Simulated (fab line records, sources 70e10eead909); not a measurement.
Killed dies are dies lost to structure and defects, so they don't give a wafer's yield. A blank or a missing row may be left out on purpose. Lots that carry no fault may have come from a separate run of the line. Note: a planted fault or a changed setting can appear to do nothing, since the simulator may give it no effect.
fab line records	flow nand-harc
[record] lots = 11	wafers = 33	last-day = 33
route steps=1302 shown P_ZERO_WELL@41 P_STI@88 END@1302
lots untouched by any fault: they come from a run of this same line in which no faults occurred
start-h: the number of hours between the record's first day and the start of the first shown wafer of the lot	wait-h: hours since the lot's step before	" same as the row above	L1.1+2: one row covering several wafers at once	- value missing, or start not given	* or withheld: withheld	< > ~ a bound
route shown NAME@n: names a module that has steps shown in the file, with the first one's number in the route	usual: the fault-free wafers' mean and standard deviation	same: alike in all rows	chamber/n: place in a boat	sites: readings site by site	_std_site: standard deviation of those values	_edge_site: the outer-site mean with the inner-site mean subtracted	radius-mm: for every site, how far away it sits from the centre of the wafer	mask NAME#n: copy n	behind: the last tool/chamber to shape the wafer	hold: cause of the lot's hold/its duration in hours/its outcome	device: transistor that didn't switch, given as n, p or np	end of line: tests of these same wafers at the route's end	a step given without rows: its recipe and nothing more	killed: dies lost to structure and defects at the first sort, not the wafer's yield	map: the dies of a wafer, with x for killed, . for not killed, _ for no die there
set.NAME: the setting that was run; set.NAME@STEP: the one run at that earlier step	model.NAME: the simulator's own value behind a step, which no gauge read
a sample of lots followed through the steps of the route, with each step as a table and each wafer as a row
services: from which hour (start-h, from the record's first day; less than 0 if before it) a tool's chamber was out of use, for how many hours, and why
[[steps]]
[step NHARC_P_ZERO_WELL_EXPOSE_34]
[recipe] na = 0.6	target-cd-nm = 720	dose-mj = 22.31	mask-id = P_PWELL
[usual] exposure-dose-mJ-cm2 = 22.313/0.018
lot.wafer	tool	chamber	start-h	wait-h	mask	exposure-dose-mJ-cm2
L739.3	krf-scanner-04	0	23.99	-	P_PWELL#0	22.327
L739.5	"	0	"	"	P_PWELL#0	22.319
L739.6	"	0	"	"	P_PWELL#0	22.327
L740.2	krf-scanner-04	0	34.05	-	P_PWELL#0	22.335
L740.3	"	0	"	"	P_PWELL#0	22.322
L740.6	"	0	"	"	P_PWELL#0	22.289
L747.2	krf-scanner-04	0	103.83	-	P_PWELL#0	21.820
L747.3	"	0	"	"	P_PWELL#0	21.840
L747.4	"	0	"	"	P_PWELL#0	21.834
L748.1	krf-scanner-04	0	113.96	-	P_PWELL#0	21.864
L748.2	"	0	"	"	P_PWELL#0	21.824
L748.3	"	0	"	"	P_PWELL#0	21.836
L749.1	krf-scanner-04	0	124.68	-	P_PWELL#0	21.836
L749.2	"	0	"	"	P_PWELL#0	21.875
L749.5	"	0	"	"	P_PWELL#0	21.839
L754.2	krf-scanner-02	0	174.38	-	P_PWELL#0	22.325
L754.5	"	0	"	"	P_PWELL#0	22.324
L754.6	"	0	"	"	P_PWELL#0	22.292
L755.2	krf-scanner-03	0	183.96	-	P_PWELL#0	22.307
L755.5	"	0	"	"	P_PWELL#0	22.306
L755.6	"	0	"	"	P_PWELL#0	22.320
L756.1	krf-scanner-02	0	194.02	-	P_PWELL#0	22.297
L756.5	"	0	"	"	P_PWELL#0	22.300
L756.6	"	0	"	"	P_PWELL#0	22.281
L758.1	krf-scanner-03	0	213.88	-	P_PWELL#0	22.329
L758.4	"	0	"	"	P_PWELL#0	22.313
L758.6	"	0	"	"	P_PWELL#0	22.347
L761.1	krf-scanner-02	0	243.95	-	P_PWELL#0	22.314
L761.2	"	0	"	"	P_PWELL#0	22.335
L761.6	"	0	"	"	P_PWELL#0	22.332
L762.1	krf-scanner-03	0	254.01	-	P_PWELL#0	22.336
L762.2	"	0	"	"	P_PWELL#0	22.307
L762.5	"	0	"	"	P_PWELL#0	22.327
[step NHARC_P_ZERO_WELL_DESCUM_54]
[recipe] time-s = 3	o2-flow-sccm = 200	ar-flow-sccm = 0	bias-power-w = 0	chemistry = O2
[usual] drypump-motor-current-A = 5.5/0.43	oes-product-au = 1.003/0.0087	rf-vpp-V = 57.6/0.93	showerhead-plenum-p-Torr = 1.89/0.07	throttle-valve-pct = 11.312/0.0087
lot.wafer	tool	chamber	start-h	wait-h	drypump-motor-current-A	oes-product-au	rf-hours-counter-h	rf-vpp-V	showerhead-plenum-p-Torr	throttle-valve-pct
L739.3	rie-diel-13	2	26.21	-	5.3	1.009	8	59.2	1.85	11.301
L739.5	"	1	"	"	5.9	1.005	-	57.7	1.99	11.303
L739.6	"	2	"	"	5.3	0.999	-	56.6	1.85	11.301
L740.3	rie-diel-02	1	36.00	-	6.4	0.993	53	58.6	1.81	11.300
L740.2	"	3	"	"	4.7	1.010	62	58.1	1.97	11.307
L740.6	"	1	"	"	6.4	1.007	-	55.6	1.81	11.317
L747.3	rie-diel-13	0	105.78	-	6.0	0.997	39	56.8	1.87	11.325
L747.4	"	1	"	"	5.9	1.006	38	58.1	1.98	11.319
L747.2	"	3	"	"	5.4	0.996	35	58.0	1.81	11.320
L748.3	rie-diel-13	2	115.91	-	5.3	1.013	38	59.1	1.85	11.313
L748.2	"	0	"	"	6.0	1.000	41	58.1	1.87	11.316
L748.1	"	1	"	"	5.9	1.009	40	57.6	1.98	11.303
L749.1	rie-diel-10	0	127.53	-	5.7	1.007	13	57.7	1.86	11.320
L749.2	"	1	"	"	5.7	0.998	15	59.3	1.95	11.311
L749.5	"	0	"	"	5.7	1.010	-	58.7	1.86	11.325
L754.2	rie-diel-13	3	176.43	-	5.4	1.011	0	58.4	1.80	11.301
L754.5	"	2	"	"	5.3	0.998	-	58.1	1.84	11.309
L754.6	"	3	"	"	5.4	1.005	-	58.9	1.80	11.306
L755.2	rie-diel-02	1	185.93	-	6.4	0.989	46	56.9	1.79	11.312
L755.5	"	0	"	"	5.2	1.004	-	56.9	2.00	11.319
L755.6	"	1	"	"	6.4	0.993	-	56.4	1.79	11.319
L756.1	rie-diel-13	2	196.03	-	5.3	0.995	6	57.2	1.84	11.323
L756.5	"	3	"	"	5.4	1.021	-	56.3	1.80	11.321
L756.6	"	0	"	"	6.1	1.009	-	55.8	1.87	11.315
L758.1	rie-diel-10	1	215.84	-	5.6	1.001	40	58.8	1.94	11.315
L758.4	"	3	"	"	5.5	1.010	40	58.3	1.83	11.313
L758.6	"	0	"	"	5.7	1.026	-	57.6	1.85	11.305
L761.2	rie-diel-02	2	245.84	-	5.4	0.998	7	58.1	1.93	11.316
L761.1	"	3	"	"	4.7	0.999	7	57.3	1.95	11.323
L761.6	"	0	"	"	5.2	0.996	-	56.8	1.99	11.301
L762.1	rie-diel-10	3	255.84	-	5.6	1.010	2	57.9	1.82	11.318
L762.2	"	0	"	"	5.7	1.007	2	57.9	1.85	11.304
L762.5	"	3	"	"	5.6	1.006	-	58.1	1.82	11.310
[step NHARC_P_STI_ETCH_42]
[recipe] target-depth-a = 800	overetch-a = 240	time-s = 61	ion-energy-ev = 200	n2-flow-sccm = 150	h2-flow-sccm = 150	ar-flow-sccm = 0	rf-w = 400	bias-w = 150	chemistry = N2/H2
[usual] drypump-motor-current-A = 5.6/0.43	h2-flow-sccm = 150.0/0.44	oes-product-au = 0.999/0.0079	rf-vpp-V = 430.3/2.6	showerhead-plenum-p-Torr = 2.03/0.088	throttle-valve-pct = 14.171/0.0097
lot.wafer	tool	chamber	start-h	wait-h	drypump-motor-current-A	h2-flow-sccm	oes-product-au	rf-hours-counter-h	rf-vpp-V	showerhead-plenum-p-Torr	throttle-valve-pct
L739.3	rie-diel-01	3	47.59	0.1	5.2	149.3	1.006	1	426.1	1.90	14.176
L739.5	"	1	"	"	5.6	149.3	1.002	-	430.0	2.05	14.155
L739.6	"	2	"	"	6.2	149.9	1.005	-	432.5	2.11	14.166
L740.2	rie-diel-01	1	56.84	0.1	5.6	150.7	1.005	1	431.3	2.05	14.180
L740.3	"	3	"	"	5.3	149.8	1.009	1	427.5	1.90	14.178
L740.6	"	1	"	"	5.6	150.9	1.003	-	432.1	2.05	14.174
L747.2	rie-diel-05	2	124.70	0.1	5.0	150.0	0.992	3	430.0	2.01	14.171
L747.4	"	0	"	"	5.9	150.1	0.994	4	429.7	2.03	14.164
L747.3	"	1	"	"	5.2	150.3	0.997	4	427.4	1.90	14.175
L748.2	rie-diel-05	0	135.40	0.1	5.9	149.8	1.002	5	430.9	2.03	14.183
L748.1	"	1	"	"	5.3	148.9	0.998	5	428.2	1.90	14.170
L748.3	"	2	"	"	5.0	149.2	0.991	4	429.4	2.01	14.163
L749.1	rie-diel-01	3	147.79	0.1	5.3	150.1	0.990	6	425.8	1.89	14.168
L749.2	"	1	"	"	5.6	150.1	0.990	5	430.8	2.05	14.164
L749.5	"	2	"	"	6.2	149.7	0.997	-	431.4	2.10	14.155
L754.2	rie-diel-07	3	192.86	0.1	6.1	149.3	0.998	5	427.4	1.96	14.169
L754.5	"	1	"	"	6.1	150.3	0.986	-	434.1	2.17	14.157
L754.6	"	2	"	"	6.3	149.6	0.987	-	431.2	2.05	14.164
L755.2	rie-diel-07	0	203.20	0.1	5.5	150.4	0.984	4	428.9	1.94	14.161
L755.5	"	3	"	"	6.1	150.5	1.002	-	429.5	1.96	14.178
L755.6	"	0	"	"	5.5	150.0	0.986	-	428.1	1.94	14.169
L756.1	rie-diel-07	0	212.91	0.1	5.6	149.6	0.992	5	427.4	1.94	14.172
L756.5	"	3	"	"	6.1	150.3	0.999	-	429.6	1.96	14.169
L756.6	"	0	"	"	5.6	150.3	0.977	-	428.5	1.94	14.156
L758.1	rie-diel-07	3	233.36	0.1	6.1	150.5	1.006	7	428.5	1.96	14.177
L758.4	"	2	"	"	6.3	151.1	1.008	7	430.0	2.05	14.163
L758.6	"	0	"	"	5.5	150.4	1.000	-	428.3	1.94	14.176
L761.1	rie-diel-01	3	264.68	0.1	5.3	150.1	0.998	2	426.7	1.89	14.157
L761.2	"	0	"	"	5.0	149.9	1.008	3	432.5	2.11	14.183
L761.6	"	0	"	"	5.0	149.6	1.012	-	432.4	2.11	14.178
L762.1	rie-diel-07	0	274.58	0.1	5.5	149.6	0.988	11	427.9	1.93	14.161
L762.2	"	2	"	"	6.3	149.8	0.990	12	429.7	2.05	14.172
L762.5	"	0	"	"	5.6	149.6	0.993	-	427.9	1.93	14.157
[step NHARC_P_STI_ETCH_15]
[recipe] target-depth-a = 3000	taper-deg = 4	time-s = 100.1	hbr-flow-sccm = 150	cl2-flow-sccm = 50	rf-w = 400	icp-w = 400	bias-w = 100	chemistry = HBr/Cl2
[usual] drypump-motor-current-A = 5.8/0.45	oes-product-au = 1.000/0.0091	throttle-valve-pct = 26.403/0.0089
lot.wafer	tool	chamber	start-h	wait-h	drypump-motor-current-A	oes-product-au	rf-hours-counter-h	throttle-valve-pct
L739.3	rie-si-04	2	47.79	-	5.6	0.988	0.34	26.408
L739.5	"	1	"	"	5.2	0.999	-	26.397
L739.6	"	3	"	"	5.4	0.985	-	26.395
L740.2	rie-si-06	0	57.04	-	5.4	1.007	1.18	26.399
L740.3	"	2	"	"	5.9	1.002	0.83	26.404
L740.6	"	3	"	"	5.8	0.994	-	26.409
L747.2	rie-si-06	1	124.89	-	5.5	1.001	0.22	26.409
L747.3	"	3	"	"	5.7	1.005	0.27	26.401
L747.4	"	1	"	"	5.4	1.003	-	26.390
L748.2	rie-si-06	1	135.59	-	5.4	0.991	0.36	26.394
L748.1	"	2	"	"	6.0	1.016	0.30	26.414
L748.3	"	0	"	"	5.4	1.018	0.36	26.399
L749.2	rie-si-06	0	147.98	-	5.4	1.002	0.46	26.399
L749.1	"	3	"	"	5.8	1.002	0.50	26.393
L749.5	"	1	"	"	5.5	0.998	-	26.414
L754.2	rie-si-06	2	193.07	-	5.9	1.014	0.75	26.391
L754.6	"	0	"	"	5.4	1.005	-	26.405
L754.5	"	1	"	"	5.5	1.005	-	26.397
L755.2	rie-si-05	2	203.39	-	6.6	0.994	0.58	26.396
L755.6	"	2	"	"	6.6	0.991	-	26.422
L755.5	"	0	"	"	6.5	1.002	-	26.392
L756.1	rie-si-05	3	213.14	-	5.9	1.000	0.61	26.427
L756.6	"	0	"	"	6.5	1.012	-	26.408
L756.5	"	1	"	"	5.8	0.999	-	26.399
L758.1	rie-si-05	3	233.55	-	5.9	1.002	0.75	26.381
L758.4	"	1	"	"	5.9	0.994	-	26.398
L758.6	"	2	"	"	6.6	0.991	-	26.400
L761.1	rie-si-06	3	264.90	-	5.8	0.988	0.01	26.397
L761.2	"	0	"	"	5.4	1.000	0.01	26.415
L761.6	"	1	"	"	5.5	0.990	-	26.408
L762.2	rie-si-05	3	274.77	-	5.9	0.989	1.15	26.399
L762.1	"	1	"	"	5.8	0.997	0.83	26.413
L762.5	"	2	"	"	6.6	1.001	-	26.404
[step NHARC_END_SORT_01]
[recipe] temp-c = 25
[usual] killed-at-array = 46/16	killed-at-other = 0.9/1.3	killed-at-periphery = 4.1/3	killed-dies = 51/17	killed-open = 3.5/1.8	killed-short = 2.5/1.8
[same] gross-dies = 677
lot.wafer	tool	chamber	start-h	wait-h	killed-at-array	killed-at-other	killed-at-periphery	killed-dies	killed-open	killed-short
L739.3	prober-02	0	581.60	3.1	18	3	4	25	4	1
L739.5	prober-02	0	583.20	3.7	36	1	11	48	5	4
L739.6	prober-02	0	583.99	4.0	32	1	10	43	7	3
L749.1	prober-01	0	668.11	2.5	47	2	2	51	0	2
L749.2	prober-01	0	668.92	2.8	59	3	1	63	3	2
L749.5	prober-01	0	671.34	3.7	51	1	1	53	4	1
L756.1	prober-01	0	742.19	2.5	33	2	3	38	1	2
L756.5	prober-01	0	745.33	3.6	39	0	3	42	2	2
L756.6	prober-01	0	746.12	3.9	37	0	5	42	3	2
L755.2	prober-02	0	743.01	2.8	67	6	3	76	5	3
L755.5	prober-02	0	745.44	3.7	88	0	7	95	5	6
L755.6	prober-02	0	746.26	4.1	86	1	5	92	4	5
L762.1	prober-01	0	790.91	2.5	36	2	5	43	0	7
L762.2	prober-01	0	791.72	2.8	51	0	1	52	2	1
L762.5	prober-01	0	794.13	3.7	50	0	3	53	5	4
// killed by level:class
L739.3 A_CHANNEL_HOLE_D2:chamber-film-flake=6 A_STAIRCASE:chamber-film-flake=3 THIN_TSV:chamber-film-flake=3 P_M1:chamber-film-flake=2 P_BONDPAD:chamber-film-flake=2 A_SOURCE_PLATE:geometric-particle:open=1 A_ONON_D1:geometric-particle:open=1 A_WL_FILL:geometric-particle:open=1
L739.5 A_CHANNEL_HOLE_D2:chamber-film-flake=7 A_STAIRCASE:chamber-film-flake=6 A_CONTACT:chamber-film-flake=5 P_M1:chamber-film-flake=4 P_BONDPAD:chamber-film-flake=4 A_CHANNEL_FILL_D1:chamber-film-flake=3 A_WL_FILL:chamber-film-flake=3 A_ONON_D1:geometric-particle:open=2
L739.6 A_CHANNEL_HOLE_D2:chamber-film-flake=11 A_STAIRCASE:chamber-film-flake=6 A_CONTACT:chamber-film-flake=4 P_BONDPAD:chamber-film-flake=3 P_CONTACT:geometric-particle:open=2 A_CONTACT:geometric-particle:open=2 P_M1:chamber-film-flake=2 P_M1:geometric-particle:open=1
L749.1 A_SLIT:chamber-film-flake=23 A_CHANNEL_HOLE_D1:chamber-film-flake=18 P_ZERO_WELL:chamber-film-flake=2 THIN_TSV:chamber-film-flake=2 A_CHANNEL_FILL_D1:geometric-particle:short=1 A_ONON_D2:geometric-particle:short=1 A_ZERO_WELL:chamber-film-flake=1 A_CHANNEL_HOLE_D2:chamber-film-flake=1
L749.2 A_SLIT:chamber-film-flake=30 A_CHANNEL_HOLE_D1:chamber-film-flake=21 THIN_TSV:chamber-film-flake=3 A_CHANNEL_HOLE_D2:chamber-film-flake=2 P_STI:geometric-particle:short=1 A_ONON_D1:geometric-particle:open=1 A_CHANNEL_HOLE_D1:geometric-particle:open=1 A_SGD_CUT:geometric-particle:open=1
L749.5 A_SLIT:chamber-film-flake=24 A_CHANNEL_HOLE_D1:chamber-film-flake=17 A_STAIRCASE:chamber-film-flake=4 P_GATE:geometric-particle:open=1 A_CHANNEL_FILL_D1:geometric-particle:short=1 A_CHANNEL_FILL_D2:geometric-particle:open=1 A_WL_FILL:geometric-particle:open=1 A_BLC:geometric-particle:open=1
L756.1 A_CHANNEL_HOLE_D1:chamber-film-flake=8 A_CHANNEL_HOLE_D2:chamber-film-flake=8 A_STAIRCASE:chamber-film-flake=6 A_WL_FILL:chamber-film-flake=5 A_SLIT:chamber-film-flake=2 P_M1:geometric-particle:short=1 A_CHANNEL_HOLE_D2:geometric-particle:open=1 A_WL_FILL:geometric-particle:short=1
L755.2 A_CHANNEL_HOLE_D1:chamber-film-flake=32 A_SLIT:chamber-film-flake=12 A_CHANNEL_HOLE_D2:chamber-film-flake=11 A_CONTACT:chamber-film-flake=5 A_WL_FILL:chamber-film-flake=3 THIN_TSV:chamber-film-flake=3 A_M1:geometric-particle:short=2 STARTING-WAFER:geometric-particle:open=2
L756.5 A_STAIRCASE:chamber-film-flake=10 A_CHANNEL_HOLE_D2:chamber-film-flake=7 A_CHANNEL_HOLE_D1:chamber-film-flake=6 A_CONTACT:chamber-film-flake=4 A_WL_FILL:chamber-film-flake=3 A_WL_FILL:geometric-particle:short=2 A_M0:geometric-particle:open=2 A_SLIT:chamber-film-flake=2
L755.5 A_CHANNEL_HOLE_D2:chamber-film-flake=30 A_CHANNEL_HOLE_D1:chamber-film-flake=29 A_SLIT:chamber-film-flake=16 P_GATE:chamber-film-flake=3 A_CONTACT:chamber-film-flake=3 P_M0:geometric-particle:short=2 A_BONDPAD:chamber-film-flake=2 P_CONTACT:geometric-particle:open=1
L756.6 A_CHANNEL_HOLE_D1:chamber-film-flake=11 A_STAIRCASE:chamber-film-flake=8 A_SLIT:chamber-film-flake=7 P_GATE:chamber-film-flake=3 A_CHANNEL_HOLE_D2:chamber-film-flake=3 A_CONTACT:chamber-film-flake=3 P_M1:geometric-particle:open=1 A_SOURCE_PLATE:geometric-particle:short=1
L755.6 A_SLIT:chamber-film-flake=32 A_CHANNEL_HOLE_D1:chamber-film-flake=25 A_CHANNEL_HOLE_D2:chamber-film-flake=13 A_CONTACT:chamber-film-flake=5 A_M1:geometric-particle:short=2 P_GATE:chamber-film-flake=2 A_WL_FILL:chamber-film-flake=2 P_M0:geometric-particle:open=1
L762.1 A_CHANNEL_HOLE_D2:chamber-film-flake=16 A_SLIT:chamber-film-flake=7 A_CONTACT:chamber-film-flake=6 P_ZERO_WELL:chamber-film-flake=3 A_WL_FILL:geometric-particle:short=2 THIN_TSV:chamber-film-flake=2 P_M0:geometric-particle:short=1 P_M1:geometric-particle:short=1
L762.2 A_CHANNEL_HOLE_D2:chamber-film-flake=25 A_SLIT:chamber-film-flake=8 A_CONTACT:chamber-film-flake=7 A_STAIRCASE:chamber-film-flake=6 A_ONON_D1:geometric-particle:open=2 P_CONTACT:geometric-particle:short=1 A_CHANNEL_HOLE_D1:chamber-film-flake=1 A_SGD_CUT:chamber-film-flake=1
L762.5 A_CHANNEL_HOLE_D2:chamber-film-flake=29 A_CONTACT:chamber-film-flake=5 A_ONON_D2:geometric-particle:short=3 A_STAIRCASE:chamber-film-flake=3 A_M0:geometric-particle:open=2 A_DECK1_JOINT:chamber-film-flake=2 A_SGD_CUT:chamber-film-flake=2 P_GATE:geometric-particle:short=1
[[services]]
tool	chamber	start-h	hours	kind
krf-scanner-04	-	10.00	4.0	pm
rie-si-06	2	13.96	19.3	repair
rie-diel-13	3	20.83	3.9	repair
rie-diel-07	-	30.25	0.7	repair
rie-diel-13	1	31.82	4.5	repair
rie-diel-13	-	36.05	1.3	repair
rie-si-06	2	58.61	1.1	repair
rie-si-06	-	72.00	9.0	pm
rie-si-06	-	98.85	0.4	repair
rie-diel-07	-	117.60	9.0	pm
rie-diel-13	3	120.59	3.0	repair
rie-si-06	0	123.19	4.5	repair
rie-diel-07	-	127.19	1.3	repair
rie-diel-07	1	130.04	6.4	repair
krf-scanner-04	-	137.31	0.2	repair
rie-diel-07	0	152.47	3.9	repair
rie-si-06	3	152.72	28.0	repair
rie-diel-13	-	167.23	9.0	pm
krf-scanner-04	-	182.00	4.0	pm
rie-diel-13	-	186.67	0.6	repair
rie-diel-13	-	222.22	1.0	repair
rie-diel-07	3	225.57	2.3	repair
rie-diel-07	1	248.96	11.9	repair
rie-si-06	-	249.00	9.0	pm
[[key]]
[first-sign] step = NHARC_P_ZERO_WELL_EXPOSE_34	reading = exposure-dose-mJ-cm2	direction = down	sigmas = 26	usual = 22.313	struck = 21.841
effect none on later readings
met-at NHARC_P_ZERO_WELL_EXPOSE_34
struck-lots L747,L748,L749
tester-left-out L747,L748,L749
not-acting-at NHARC_P_ZERO_WELL_DESCUM_54,NHARC_P_STI_ETCH_42,NHARC_P_STI_ETCH_15
onset-between 34.05 103.83
[fault] kind = process-parameter-drift	tool = krf-scanner-04	chamber = -	onset-h = 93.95	steps = NHARC_P_ZERO_WELL_EXPOSE_34	channel = dose-mj	offset = -0.47495	shape = step	acts-in = these-recipes-only	stated = 22.31
// tester-left-out: of these lots the tester's yield and bins aren't shown, on N5 and GAA mostly nor the transistor test; their killed dies are dies lost to structure and defects alone, not to doping, threshold or leakage, so they don't give the yield
